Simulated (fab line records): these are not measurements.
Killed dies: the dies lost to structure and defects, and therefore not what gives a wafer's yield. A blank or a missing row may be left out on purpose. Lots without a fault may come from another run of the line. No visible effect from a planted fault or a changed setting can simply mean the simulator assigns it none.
fab line records	flow nand_harc
[record] lots = 24	wafers = 72	last_day = 34
route steps=1302 shown A_STAIRCASE@831 A_SGD_CUT@901 A_WL_FILL@976 A_CONTACT@985
lots with no fault: from the same line, run without faults
start_h: hours from the record's first day to the start of the lot's first wafer shown	wait_h: hours since the lot's step before	" as in the row above	L1.1+2: a row that stands for several wafers	- no value present, or no start provided	* or withheld: withheld	< > ~ a bound
route shown NAME@n: a module of which the file shows steps, and the number in the route of the first	usual: mean/standard deviation of fault-free wafers	same: alike in all rows	chamber/n: place in a boat	sites: readings site by site	_std_site: standard deviation of those values	_edge_site: inner sites' mean taken away from outer sites' mean	radius_mm: for every site, how far away it sits from the centre of the wafer	mask NAME#n: copy n	behind: the most recent tool/chamber to have shaped the wafer	hold: cause of the lot's hold/its duration in hours/its outcome	device: the n, p or np transistor that did not switch	end of line: the tests these same wafers got at the end of their route	a step without rows: its recipe alone	killed: the dies lost at the first sort to structure and to defects; this is not the yield of the wafer	map: shows each die of a wafer: x if killed, . if not, _ if none is there
set.NAME: the setting as run; set.NAME@STEP: as run at that earlier step	model.NAME: the simulator's own value behind a step, which no gauge read
steps of the route over a sample of lots; a table a step, a row a wafer
services: a tool's chamber out of use, with start hour (start_h, from the record's first day; less than 0 if before it), hours out, and reason
[[steps]]
[step NHARC_A_STAIRCASE_ETCH_313]
[recipe] cf4_flow_sccm = 100	chf3_flow_sccm = 30	ar_flow_sccm = 0	rf_w = 500	bias_w = 200	chemistry = CF4/CHF3
[usual] chf3_flow_sccm = 30.01/0.088	drypump_motor_current_A = 5.7/0.37	oes_product_au = 0.935/0.019	rf_fwd_power_W = 496.7/1.8	rf_vpp_V = 370.2/2.3	showerhead_plenum_p_Torr = 1.57/0.066	throttle_valve_pct = 16.803/0.0088
lot.wafer	tool	chamber	start_h	wait_h	chf3_flow_sccm	drypump_motor_current_A	oes_product_au	rf_fwd_power_W	rf_hours_counter_h	rf_vpp_V	showerhead_plenum_p_Torr	throttle_valve_pct
L074.2	rie_diel-06	3	383.81	0.1	30.06	5.9	0.932	495.4	24	374.5	1.68	16.816
L074.4	"	0	"	"	29.87	6.2	0.946	497.7	7	371.7	1.64	16.805
L074.1	"	1	"	"	30.06	5.8	0.917	496.3	24	372.4	1.67	16.797
L076.4	rie_diel-01	0	396.77	0.1	30.02	5.4	0.978	496.9	2	369.5	1.52	16.807
L076.2	"	2	"	"	30.04	6.0	0.967	494.1	1	369.3	1.57	16.795
L076.1	"	3	"	"	30.02	6.2	0.985	500.5	2	368.6	1.50	16.791
L075.2	rie_diel-01	3	398.74	0.2	30.07	6.2	0.947	498.5	2	368.2	1.50	16.791
L075.1	"	1	"	"	30.09	5.6	0.945	499.1	3	370.4	1.60	16.802
L075.5	"	2	"	"	30.11	5.9	0.950	494.8	-	370.2	1.57	16.799
L077.2	rie_diel-01	3	407.34	0.1	30.00	6.2	0.923	495.0	5	367.8	1.50	16.804
L077.4	"	0	"	"	29.93	5.4	0.936	496.9	3	369.1	1.52	16.793
L077.1	"	1	"	"	29.96	5.6	0.931	495.9	5	370.9	1.59	16.810
L078.2	rie_diel-06	1	419.87	0.1	29.88	5.8	0.916	497.7	39	373.5	1.66	16.813
L078.4	"	2	"	"	29.99	5.3	0.922	494.7	43	375.4	1.69	16.805
L078.5	"	3	"	"	30.02	5.8	0.931	497.9	-	375.6	1.68	16.806
L079.1	rie_diel-01	3	424.52	0.1	30.12	6.2	0.935	497.4	14	367.6	1.50	16.795
L079.4	"	1	"	"	29.96	5.6	0.933	495.6	11	370.7	1.59	16.810
L079.2	"	2	"	"	30.08	5.9	0.929	493.6	13	370.6	1.57	16.795
L080.3	rie_diel-06	3	439.14	0.1	30.00	5.9	0.926	496.7	47	373.2	1.68	16.810
L080.2	"	0	"	"	30.09	6.2	0.945	500.5	28	372.7	1.63	16.808
L080.5	"	3	"	"	29.96	5.9	0.918	497.4	-	373.5	1.68	16.789
L081.4	rie_diel-01	1	455.17	0.1	30.01	5.7	0.924	496.9	20	371.6	1.59	16.804
L081.6	"	0	"	"	30.06	5.4	0.926	495.2	-	368.5	1.52	16.805
L081.5	"	1	"	"	30.04	5.6	0.923	494.6	-	370.8	1.59	16.813
L083.3	rie_diel-01	3	464.81	0.2	29.87	6.2	0.933	495.2	27	368.6	1.49	16.792
L083.2	"	0	"	"	29.95	5.3	0.934	496.7	23	367.7	1.52	16.800
L083.5	"	2	"	"	29.95	5.9	0.926	493.9	-	371.7	1.56	16.820
L082.4	rie_diel-01	3	466.70	0.1	30.11	6.2	0.919	497.4	28	368.4	1.49	16.795
L082.6	"	1	"	"	29.95	5.6	0.925	494.1	-	371.2	1.59	16.809
L082.5	"	2	"	"	30.15	6.0	0.929	497.9	-	370.6	1.57	16.787
L084.2	rie_diel-01	0	497.03	0.1	30.09	5.3	0.954	496.8	34	369.2	1.51	16.798
L084.1	"	3	"	"	30.07	6.2	0.922	498.5	39	367.9	1.49	16.805
L084.6	"	1	"	"	30.03	5.6	0.920	496.6	-	370.8	1.59	16.823
L085.2	rie_diel-01	3	497.48	0.1	29.93	6.2	0.932	496.3	39	367.1	1.49	16.797
L085.3	"	1	"	"	29.92	5.6	0.915	495.4	38	369.8	1.59	16.800
L085.6	"	3	"	"	30.05	6.2	0.925	496.9	-	369.0	1.49	16.809
L087.4	rie_diel-01	2	500.56	0.1	29.97	5.9	0.932	493.6	42	371.4	1.56	16.807
L087.6	"	2	"	"	30.12	6.0	0.935	493.4	-	368.9	1.56	16.812
L087.5	"	3	"	"	29.91	6.2	0.922	497.8	-	367.5	1.49	16.791
L086.4	rie_diel-01	0	509.98	0.1	30.03	5.3	0.924	496.4	38	368.5	1.51	16.798
L086.1	"	1	"	"	29.91	5.6	0.921	496.4	42	371.5	1.59	16.809
L086.3	"	3	"	"	30.05	6.2	0.921	498.4	43	367.9	1.49	16.787
L088.4	rie_diel-06	1	516.70	0.1	29.98	5.8	0.920	498.3	3	372.4	1.66	16.802
L088.2	"	0	"	"	30.10	6.2	0.924	498.4	3	372.4	1.63	16.819
L088.5	"	2	"	"	29.94	5.3	0.926	496.4	-	374.6	1.68	16.794
L089.1	rie_diel-07	3	519.13	0.1	30.01	5.8	0.917	498.3	11	367.4	1.54	16.791
L089.4	"	0	"	"	29.94	5.0	0.937	498.2	12	367.6	1.50	16.808
L089.2	"	2	"	"	29.96	5.5	0.919	495.3	11	369.3	1.53	16.793
L090.1	rie_diel-01	3	547.57	0.1	30.12	6.2	0.924	499.2	59	366.8	1.49	16.817
L090.4	"	0	"	"	29.78	5.3	0.931	499.0	52	368.4	1.51	16.810
L090.3	"	2	"	"	30.29	6.0	0.925	491.8	66	370.3	1.56	16.807
L091.2	rie_diel-07	3	551.19	0.1	30.18	5.9	0.913	493.0	23	369.6	1.53	16.796
L091.3	"	1	"	"	29.91	5.3	0.925	497.8	21	374.1	1.67	16.797
L091.6	"	1	"	"	29.95	5.3	0.923	498.5	-	372.2	1.67	16.797
L092.2	rie_diel-07	1	553.60	0.1	30.13	5.3	0.957	497.3	21	373.4	1.67	16.820
L092.3	"	3	"	"	29.94	5.8	0.948	496.5	24	368.5	1.53	16.804
L092.5	"	1	"	"	30.09	5.4	0.961	496.7	-	373.6	1.67	16.796
L093.2	rie_diel-07	3	571.82	0.1	29.94	5.8	0.910	495.9	31	368.8	1.53	16.787
L093.3	"	0	"	"	30.09	5.0	0.936	496.3	28	368.0	1.49	16.804
L093.6	"	3	"	"	29.91	5.8	0.917	494.6	-	368.7	1.53	16.804
L094.3	rie_diel-07	3	576.91	0.1	30.03	5.8	0.904	495.9	32	370.0	1.53	16.792
L094.1	"	0	"	"	29.88	5.0	0.927	498.4	29	367.9	1.49	16.786
L094.4	"	3	"	"	29.90	5.8	0.914	496.5	-	368.4	1.53	16.801
L096.2	rie_diel-01	2	592.78	0.1	30.02	5.9	0.975	497.8	6	371.3	1.55	16.820
L096.4	"	3	"	"	30.02	6.2	0.951	498.2	5	367.1	1.48	16.800
L096.6	"	1	"	"	30.08	5.7	0.969	497.3	-	370.3	1.58	16.792
L095.4	rie_diel-01	3	596.07	0.1	30.16	6.2	0.914	497.8	6	367.9	1.48	16.797
L095.2	"	2	"	"	30.16	5.9	0.923	496.2	7	370.1	1.55	16.800
L095.5	"	3	"	"	30.16	6.2	0.921	499.8	-	367.0	1.48	16.782
L097.1	rie_diel-07	1	628.00	0.1	29.99	5.3	0.979	494.0	49	372.8	1.66	16.797
L097.3	"	2	"	"	30.04	5.5	0.969	498.8	44	369.2	1.52	16.810
L097.5	"	3	"	"	30.09	5.8	0.955	497.4	-	368.8	1.53	16.806
[step NHARC_A_STAIRCASE_DEP_417]
[recipe] target_thk_a = 600	step_coverage_pct = 20	temp_c = 400	target_thk_nm = 60	flow_sccm = 200	rf_w = 450	material = Si3N4
[usual] heater_power_w = 711/80	rf_fwd_power_W = 449.4/1.6
lot.wafer	tool	chamber	start_h	wait_h	heater_power_w	rf_fwd_power_W
L074.1	pecvd-02	2	387.97	-	612	449.9
L074.2	"	1	"	"	574	450.2
L074.4	"	2	"	"	618	449.4
L076.1	pecvd-04	0	400.94	-	693	450.3
L076.2	"	1	"	"	660	447.1
L076.4	"	1	"	"	647	450.9
L075.1	pecvd-03	1	403.19	-	730	449.0
L075.2	"	2	"	"	766	450.9
L075.5	"	1	"	"	748	447.6
L077.1	pecvd-03	0	414.25	-	608	449.2
L077.2	"	2	"	"	751	450.2
L077.4	"	0	"	"	614	449.6
L078.2	pecvd-03	1	424.27	-	751	451.4
L078.5	"	0	"	"	673	446.7
L078.4	"	2	"	"	785	450.1
L079.2	pecvd-02	0	429.98	-	868	447.6
L079.1	"	1	"	"	541	450.1
L079.4	"	0	"	"	870	448.0
L080.3	pecvd-03	1	443.30	-	752	448.9
L080.2	"	2	"	"	771	447.4
L080.5	"	0	"	"	691	447.9
L081.4	pecvd-03	2	459.47	-	779	450.1
L081.6	"	0	"	"	587	452.4
L081.5	"	1	"	"	794	450.2
L083.2	pecvd-03	2	469.14	0.2	702	452.6
L083.3	"	0	"	"	599	451.4
L083.5	"	2	"	"	710	449.8
L082.6	pecvd-04	1	471.25	-	706	449.0
L082.5	"	2	"	"	731	447.7
L082.4	"	0	"	"	742	449.6
L084.2	pecvd-03	0	501.10	-	701	448.2
L084.1	"	1	"	"	724	449.4
L084.6	"	1	"	"	720	450.5
L085.2	pecvd-04	1	501.78	-	713	448.2
L085.3	"	0	"	"	717	453.5
L085.6	"	1	"	"	692	448.9
L087.4	pecvd-02	2	504.75	-	794	450.4
L087.5	"	0	"	"	876	450.0
L087.6	"	1	"	"	600	449.0
L086.3	pecvd-02	0	513.99	-	885	448.5
L086.1	"	1	"	"	621	451.9
L086.4	"	1	"	"	631	451.8
L088.2	pecvd-04	1	520.74	-	718	452.0
L088.4	"	1	"	"	738	451.3
L088.5	"	0	"	"	690	447.4
L089.1	pecvd-02	0	523.24	-	888	448.6
L089.2	"	1	"	"	527	450.0
L089.4	"	2	"	"	701	451.2
L090.3	pecvd-02	1	551.76	-	612	449.8
L090.1	"	2	"	"	686	448.1
L090.4	"	1	"	"	625	446.4
L091.2	pecvd-04	1	555.67	-	742	450.0
L091.3	"	2	"	"	745	448.8
L091.6	"	2	"	"	735	447.9
L092.3	pecvd-02	0	562.18	-	755	449.4
L092.2	"	2	"	"	691	448.2
L092.5	"	0	"	"	742	452.3
L093.3	pecvd-04	2	576.12	-	739	450.2
L093.2	"	0	"	"	676	449.0
L093.6	"	2	"	"	724	449.6
L094.1	pecvd-03	2	581.99	-	705	450.5
L094.3	"	1	"	"	752	449.0
L094.4	"	2	"	"	711	449.3
L096.2	pecvd-04	1	597.36	-	606	446.8
L096.6	"	1	"	"	612	450.9
L096.4	"	0	"	"	745	448.9
L095.2	pecvd-04	1	601.72	-	734	448.4
L095.5	"	1	"	"	723	449.6
L095.4	"	2	"	"	748	446.4
L097.1	pecvd-02	1	632.14	-	565	450.1
L097.3	"	2	"	"	821	448.2
L097.5	"	1	"	"	597	449.7
[step NHARC_A_SGD_CUT_CD_MEAS_09]
[recipe] target_cd_nm = 100	landing_energy_ev = 500
[usual] cd_nm = 99.8/0.52
lot.wafer	tool	chamber	start_h	wait_h	cd_nm
L074.1	cd_sem-02	0	431.27	-	99.9
L074.2	"	0	"	"	100.2
L074.4	"	0	"	"	99.8
L075.1	cd_sem-03	0	447.39	-	99.2
L075.2	"	0	"	"	99.9
L075.5	"	0	"	"	99.7
L076.1	cd_sem-01	0	447.74	-	99.0
L076.2	"	0	"	"	99.6
L076.4	"	0	"	"	99.5
L077.1	cd_sem-03	0	458.64	-	99.6
L077.2	"	0	"	"	100.3
L077.4	"	0	"	"	99.4
L078.2	cd_sem-03	0	473.10	-	99.8
L078.4	"	0	"	"	100.1
L078.5	"	0	"	"	100.1
L079.1	cd_sem-01	0	476.42	-	100.4
L079.2	"	0	"	"	99.9
L079.4	"	0	"	"	99.8
L080.2	cd_sem-03	0	487.89	-	100.3
L080.3	"	0	"	"	100.0
L080.5	"	0	"	"	100.0
L081.4	cd_sem-01	0	510.88	-	99.6
L081.5	"	0	"	"	100.3
L081.6	"	0	"	"	100.3
L082.4	cd_sem-01	0	520.56	-	99.8
L082.5	"	0	"	"	99.2
L082.6	"	0	"	"	99.3
L083.2	cd_sem-01	0	521.54	-	100.0
L083.3	"	0	"	"	99.3
L083.5	"	0	"	"	99.4
L084.1	cd_sem-01	0	547.82	-	100.0
L084.2	"	0	"	"	100.1
L084.6	"	0	"	"	100.3
L085.2	cd_sem-02	0	548.06	-	99.8
L085.3	"	0	"	"	100.7
L085.6	"	0	"	"	100.0
L087.4	cd_sem-03	0	552.13	-	99.6
L087.5	"	0	"	"	99.1
L087.6	"	0	"	"	99.5
L086.1	cd_sem-02	0	562.52	-	99.8
L086.3	"	0	"	"	99.7
L086.4	"	0	"	"	100.6
L088.2	cd_sem-03	0	563.61	-	98.5
L088.4	"	0	"	"	98.8
L088.5	"	0	"	"	99.5
L089.1	cd_sem-01	0	565.27	-	100.5
L089.2	"	0	"	"	100.0
L089.4	"	0	"	"	100.0
L091.2	cd_sem-01	0	597.98	-	99.0
L091.3	"	0	"	"	99.8
L091.6	"	0	"	"	99.2
L090.1	cd_sem-02	0	598.28	-	99.5
L090.3	"	0	"	"	99.9
L090.4	"	0	"	"	100.6
L092.2	cd_sem-02	0	605.03	-	100.8
L092.3	"	0	"	"	99.7
L092.5	"	0	"	"	99.5
L094.1	cd_sem-03	0	621.64	-	100.1
L094.3	"	0	"	"	100.7
L094.4	"	0	"	"	101.2
L093.2	cd_sem-01	0	621.95	-	99.2
L093.3	"	0	"	"	99.5
L093.6	"	0	"	"	99.1
L096.2	cd_sem-01	0	645.28	-	99.1
L096.4	"	0	"	"	99.1
L096.6	"	0	"	"	99.4
L095.2	cd_sem-02	0	645.47	-	99.4
L095.4	"	0	"	"	98.9
L095.5	"	0	"	"	99.8
L097.1	cd_sem-01	0	678.92	-	99.3
L097.3	"	0	"	"	100.1
L097.5	"	0	"	"	99.1
[step NHARC_A_WL_FILL_CVD_20]
[recipe] target_thk_a = 1000	temp_c = 400	pressure_torr = 40	wf6_flow_sccm = 40	h2_flow_sccm = 1600	ar_flow_sccm = 1560	time_s = 74	material = W
[usual] heater_power_w = 870/62	throttle_valve_pct = 7.9/0.37
lot.wafer	tool	chamber	start_h	wait_h	heater_power_w	throttle_valve_pct
L074.1	cvd_w-01	0	-	-	833	7.9
L074.2	"	1	"	"	933	8.2
L074.4	"	1	"	"	935	8.0
L075.1	cvd_w-02	1	-	-	780	7.8
L075.2	"	0	"	"	931	7.7
L075.5	"	0	"	"	918	7.5
L076.2	cvd_w-01	0	-	-	847	7.4
L076.1	"	1	"	"	928	8.2
L076.4	"	0	"	"	839	7.8
L077.1	cvd_w-01	1	-	-	941	8.0
L077.2	"	0	"	"	816	7.4
L077.4	"	1	"	"	944	8.2
L078.2	cvd_w-01	1	-	-	945	8.5
L078.4	"	1	"	"	963	8.5
L078.5	"	0	"	"	859	7.6
L079.1	cvd_w-02	0	-	-	919	7.8
L079.2	"	1	"	"	784	7.8
L079.4	"	1	"	"	787	7.7
L080.2	cvd_w-01	0	-	-	831	7.7
L080.3	"	1	"	"	936	8.3
L080.5	"	0	"	"	832	7.5
L081.4	cvd_w-02	0	-	-	956	7.8
L081.6	"	1	"	"	794	7.7
L081.5	"	0	"	"	969	7.7
L083.2	cvd_w-02	1	-	-	782	8.0
L083.3	"	1	"	"	797	8.2
L083.5	"	1	"	"	775	7.7
L082.4	cvd_w-01	1	-	-	891	8.4
L082.6	"	1	"	"	887	8.6
L082.5	"	0	"	"	864	7.5
L085.2	cvd_w-01	1	-	-	890	8.2
L085.3	"	1	"	"	890	8.4
L085.6	"	1	"	"	880	8.2
L084.1	cvd_w-01	1	-	-	871	8.3
L084.2	"	0	"	"	877	7.6
L084.6	"	1	"	"	899	8.3
L087.4	cvd_w-01	0	-	-	819	7.5
L087.5	"	0	"	"	844	7.7
L087.6	"	1	"	"	896	8.1
L086.1	cvd_w-02	0	-	-	953	8.0
L086.3	"	1	"	"	806	7.9
L086.4	"	0	"	"	968	7.6
L088.2	cvd_w-01	1	-	-	888	8.2
L088.4	"	0	"	"	863	7.4
L088.5	"	0	"	"	849	7.5
L089.2	cvd_w-02	1	-	-	795	8.0
L089.1	"	0	"	"	949	7.7
L089.4	"	1	"	"	794	8.0
L091.2	cvd_w-01	1	-	-	885	8.5
L091.3	"	1	"	"	882	8.4
L091.6	"	0	"	"	855	7.4
L090.1	cvd_w-01	0	-	-	852	7.5
L090.3	"	0	"	"	865	7.3
L090.4	"	1	"	"	900	8.5
L092.2	cvd_w-02	0	-	-	926	7.5
L092.3	"	0	"	"	924	7.4
L092.5	"	1	"	"	742	7.9
L093.2	cvd_w-01	0	-	-	878	7.6
L093.3	"	1	"	"	903	8.7
L093.6	"	1	"	"	896	8.4
L094.1	cvd_w-02	1	-	-	766	8.0
L094.3	"	0	"	"	930	7.6
L094.4	"	1	"	"	771	7.6
L095.2	cvd_w-02	0	-	-	931	7.3
L095.4	"	0	"	"	928	7.3
L095.5	"	1	"	"	770	7.8
L096.2	cvd_w-01	1	-	-	872	8.2
L096.4	"	1	"	"	890	8.6
L096.6	"	1	"	"	905	8.6
L097.1	cvd_w-02	1	-	-	762	7.9
L097.3	"	0	"	"	947	7.5
L097.5	"	0	"	"	941	7.3
[step NHARC_A_CONTACT_DEP_28]
[recipe] target_thk_a = 70000	temp_c = 400	material = aC
[usual] throttle_valve_pct = 34.999/0.01
lot.wafer	tool	chamber	start_h	wait_h	throttle_valve_pct
L074.1	acl_dep-02	0	485.07	3.5	34.997
L074.2	"	0	"	"	34.990
L074.4	"	0	487.17	5.6	34.987
L075.1	acl_dep-03	0	497.01	3.2	35.005
L075.2	"	0	"	"	35.026
L075.5	"	0	499.83	6.1	34.999
L076.1	acl_dep-02	0	497.22	3.4	35.002
L076.2	"	0	"	"	35.016
L076.4	"	0	499.34	5.6	34.990
L077.1	acl_dep-02	0	506.94	1.1	34.998
L077.2	"	0	"	"	34.994
L077.4	"	0	509.06	3.2	35.020
L078.2	acl_dep-03	0	522.41	1.0	35.010
L078.4	"	0	523.82	2.4	34.998
L078.5	"	0	"	"	35.000
L079.1	acl_dep-03	0	527.85	0.7	34.997
L079.2	"	0	"	"	35.011
L079.4	"	0	530.01	2.9	35.021
L080.2	acl_dep-03	0	542.79	0.8	35.003
L080.3	"	0	"	"	34.990
L080.5	"	0	544.95	2.9	35.006
L081.4	acl_dep-02	0	561.58	6.2	34.999
L081.5	"	0	"	"	35.018
L081.6	"	0	"	"	35.004
L083.2	acl_dep-01	0	575.31	4.0	35.003
L083.3	"	0	"	"	34.986
L083.5	"	0	577.47	6.1	35.009
L082.4	acl_dep-03	0	577.91	6.4	34.990
L082.5	"	0	"	"	35.003
L082.6	"	0	"	"	34.984
L084.1	acl_dep-01	0	593.15	0.1	34.966
L084.2	"	0	"	"	35.005
L084.6	"	0	596.74	3.6	34.995
L085.2	acl_dep-02	0	593.72	0.8	34.993
L085.3	"	0	"	"	34.989
L085.6	"	0	596.52	3.6	34.984
L087.4	acl_dep-02	0	605.34	2.2	35.008
L087.5	"	0	"	"	35.001
L087.6	"	0	"	"	35.004
L086.1	acl_dep-01	0	613.18	5.0	34.980
L086.3	"	0	614.61	6.4	34.998
L086.4	"	0	"	"	34.997
L088.2	acl_dep-03	0	614.12	5.9	34.995
L088.4	"	0	615.51	7.3	34.990
L088.5	"	0	"	"	35.004
L089.1	acl_dep-01	0	617.49	9.2	35.005
L089.2	"	0	"	"	35.004
L089.4	"	0	619.59	11.3	34.998
L090.1	acl_dep-02	0	645.54	1.2	35.001
L090.3	"	0	646.98	2.6	34.997
L090.4	"	0	"	"	34.981
L091.2	acl_dep-03	0	645.64	1.6	35.011
L091.3	"	0	"	"	34.994
L091.6	"	0	648.44	4.4	35.005
L092.2	acl_dep-01	0	659.54	1.8	34.997
L092.3	"	0	"	"	34.988
L092.5	"	0	661.69	4.0	34.995
L094.1	acl_dep-02	0	671.15	1.7	35.000
L094.3	"	0	672.56	3.2	34.990
L094.4	"	0	"	"	34.979
L093.2	acl_dep-01	0	671.53	2.2	34.997
L093.3	"	0	"	"	34.992
L093.6	"	0	674.39	5.0	34.983
L095.2	acl_dep-03	0	692.03	0.8	35.010
L095.4	"	0	693.44	2.2	34.988
L095.5	"	0	"	"	34.981
L096.2	acl_dep-01	0	692.56	1.1	34.997
L096.4	"	0	693.98	2.5	34.983
L096.6	"	0	695.39	4.0	34.992
L097.1	acl_dep-03	0	733.28	1.1	34.988
L097.3	"	0	734.70	2.5	35.004
L097.5	"	0	736.13	4.0	35.001
[step NHARC_A_CONTACT_DEP_29]
[recipe] target_thk_a = 1000	target_thk_nm = 100	temp_c = 400	pressure_torr = 3.5	flow_sccm = 200	rf_w = 350	material = SiON
[usual] heater_power_w = 730/59	rf_fwd_power_W = 348.5/1.1
lot.wafer	tool	chamber	start_h	wait_h	heater_power_w	rf_fwd_power_W
L074.1	pecvd-01	0	489.31	3.5	747	347.9
L074.2	"	1	"	"	736	349.8
L074.4	"	0	"	"	738	347.3
L075.2	pecvd-04	1	501.26	2.8	644	347.4
L075.1	"	0	"	"	744	348.7
L075.5	"	1	"	"	652	350.1
L076.1	pecvd-04	2	501.49	3.6	654	350.0
L076.2	"	1	"	"	619	349.0
L076.4	"	1	"	"	641	349.5
L077.2	pecvd-01	0	511.23	2.9	868	348.5
L077.1	"	1	"	"	791	347.2
L077.4	"	2	"	"	726	348.0
L078.2	pecvd-01	1	525.95	2.8	741	349.6
L078.5	"	1	"	"	761	348.2
L078.4	"	2	"	"	725	349.0
L079.2	pecvd-04	2	532.25	3.0	648	347.4
L079.1	"	1	"	"	756	346.8
L079.4	"	2	"	"	667	350.6
L080.3	pecvd-01	1	546.40	2.2	804	347.0
L080.2	"	2	"	"	697	349.8
L080.5	"	0	"	"	803	348.8
L081.4	pecvd-03	2	563.87	1.6	766	349.2
L081.5	"	0	"	"	707	347.3
L081.6	"	2	"	"	780	349.4
L083.2	pecvd-04	1	578.94	2.9	765	348.5
L083.3	"	0	"	"	730	346.6
L083.5	"	0	"	"	724	348.4
L082.5	pecvd-04	0	580.11	0.8	706	346.7
L082.6	"	1	"	"	748	348.7
L082.4	"	2	"	"	778	348.3
L085.2	pecvd-03	2	597.27	2.9	829	347.7
L085.3	"	0	"	"	669	346.6
L085.6	"	0	"	"	689	345.4
L084.2	pecvd-03	1	597.51	2.9	711	349.6
L084.1	"	2	"	"	773	349.7
L084.6	"	0	"	"	626	349.2
L087.6	pecvd-03	1	607.57	0.1	866	347.4
L087.4	"	2	"	"	800	349.0
L087.5	"	0	"	"	588	348.7
L086.1	pecvd-01	1	617.51	3.6	783	349.7
L086.3	"	2	"	"	735	348.6
L086.4	"	2	"	"	726	348.2
L088.2	pecvd-03	1	617.67	2.9	771	350.1
L088.4	"	0	"	"	722	348.4
L088.5	"	2	"	"	710	349.3
L089.2	pecvd-01	2	621.71	2.8	703	348.8
L089.1	"	0	"	"	774	348.9
L089.4	"	0	"	"	764	350.0
L091.2	pecvd-03	2	649.20	2.9	756	349.9
L091.3	"	0	"	"	722	348.5
L091.6	"	0	"	"	682	348.5
L090.3	pecvd-01	0	649.91	2.2	756	347.8
L090.1	"	1	"	"	782	349.0
L090.4	"	0	"	"	771	347.8
L092.2	pecvd-04	1	663.16	2.9	642	348.5
L092.3	"	0	"	"	659	348.8
L092.5	"	1	"	"	634	349.4
L093.3	pecvd-04	1	675.13	2.2	751	348.4
L093.2	"	2	"	"	768	349.3
L093.6	"	2	"	"	758	348.8
L094.3	pecvd-04	2	675.43	2.2	732	349.1
L094.1	"	0	"	"	730	348.6
L094.4	"	0	"	"	732	348.4
L095.2	pecvd-04	2	695.57	2.8	662	347.3
L095.5	"	2	"	"	712	349.0
L095.4	"	1	"	"	664	349.4
L096.2	pecvd-03	1	696.21	2.9	855	349.3
L096.4	"	2	"	"	746	348.5
L096.6	"	0	"	"	683	348.2
L097.1	pecvd-01	2	737.60	3.6	671	349.0
L097.3	"	1	"	"	698	348.3
L097.5	"	2	"	"	695	349.8
[[services]]
tool	chamber	start_h	hours	kind
cvd_w-01	-	366.00	13.0	pm
pecvd-03	-	366.38	13.0	pm
rie_diel-01	-	383.18	9.0	pm
rie_diel-01	0	397.08	3.2	repair
pecvd-03	1	409.13	3.6	repair
cvd_w-01	-	412.80	1.2	repair
pecvd-03	0	430.60	7.0	repair
pecvd-04	0	436.52	10.4	repair
cvd_w-02	-	450.00	13.0	pm
pecvd-04	-	450.00	13.0	pm
pecvd-04	-	484.27	0.7	repair
pecvd-04	2	519.92	5.1	repair
cvd_w-01	-	547.00	13.0	pm
pecvd-03	-	547.39	13.0	pm
rie_diel-01	-	560.43	9.0	pm
pecvd-03	1	561.33	11.7	repair
cvd_w-02	-	631.00	13.0	pm
pecvd-04	-	631.00	13.0	pm
cvd_w-01	0	688.19	14.0	repair
rie_diel-01	0	695.30	22.5	repair
rie_diel-01	-	703.86	0.4	repair
cvd_w-01	-	728.00	13.0	pm
pecvd-03	-	728.39	13.0	pm
rie_diel-01	-	737.43	9.0	pm
[[key]]
fault none
